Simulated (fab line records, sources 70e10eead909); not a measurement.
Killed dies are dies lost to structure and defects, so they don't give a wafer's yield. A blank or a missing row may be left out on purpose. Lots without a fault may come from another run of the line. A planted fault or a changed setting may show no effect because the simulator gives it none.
Which tool did it? | flow nand_harc | 12 lots, 36 wafers sampled, at 2 steps of a route of 1159

WHAT THE GAUGES READ, wafer by wafer
NHARC_A_BLC_CD_MEAS_10: target cd 100 nm.
lot  | measured     | on        | cd_nm (nm)
L075 | day 17 13:48 | cd_sem-01 | 99.3 100.0 101.2
L077 | day 17 19:02 | cd_sem-03 | 99.3 100.3 100.4
L079 | day 18 05:32 | cd_sem-03 | 100.0 99.9 100.1
L081 | day 18 17:38 | cd_sem-01 | 101.6 101.3 101.6
L083 | day 19 18:06 | cd_sem-01 | 100.0 100.3 100.8
L084 | day 20 05:08 | cd_sem-01 | 99.9 100.7 100.5
L085 | day 20 12:28 | cd_sem-03 | 100.0 100.4 99.9
L090 | day 21 07:25 | cd_sem-02 | 100.9 101.1 100.7
L093 | day 21 22:58 | cd_sem-03 | 99.6 99.2 99.1
L094 | day 22 07:44 | cd_sem-01 | 99.8 100.2 100.3
L096 | day 22 21:00 | cd_sem-01 | 100.2 100.0 100.0
L095 | day 23 01:43 | cd_sem-02 | 100.2 100.2 100.9

WHICH TOOL RAN EACH LOT (tool, then ch and the chambers of the sampled wafers, then the start)
lot  | NHARC_A_CONTACT_ETCH_135
L075 | har_cap_etch-02 ch 0,1, day 17 02:43
L077 | har_cap_etch-03 ch 0,1, day 17 10:11
L079 | har_cap_etch-02 ch 0,1, day 18 01:20
L081 | har_cap_etch-02 ch 0,1, day 18 11:10
L083 | har_cap_etch-01 ch 0,1, day 19 12:47
L084 | har_cap_etch-03 ch 0, day 20 00:25
L085 | har_cap_etch-02 ch 1, day 20 02:35
L090 | har_cap_etch-01 ch 0,1, day 20 14:58
L093 | har_cap_etch-03 ch 0,1, day 21 15:32
L094 | har_cap_etch-01 ch 0,1, day 22 03:01
L096 | har_cap_etch-01 ch 0,1, day 22 11:07
L095 | har_cap_etch-03 ch 0,1, day 22 21:32
- NHARC_A_CONTACT_ETCH_135: etches the open film in C4F8/O2/Ar, time 132 s, target depth 1287 nm.

THE ANSWER, worked out from the rows above alone
Rule: what is usual is taken from the lots themselves. Put in order of their means at a reading, lots are off if they are a third of the lots or fewer, leave a main group of 4 or more, and stand apart from it by a gap of 3 or more times the standard deviation of the main group's means; of several such gaps the widest counts. A main group whose means are all the same, to the digits that the tables above print for the reading, isn't used. A lot without any number at a reading at which 4 lots or more have one is off too. The other lots that the step has rows for count as sound.
No lot is off at any reading shown: from this, nothing can be told.

WHAT THE SIMULATOR HAD PUT IN
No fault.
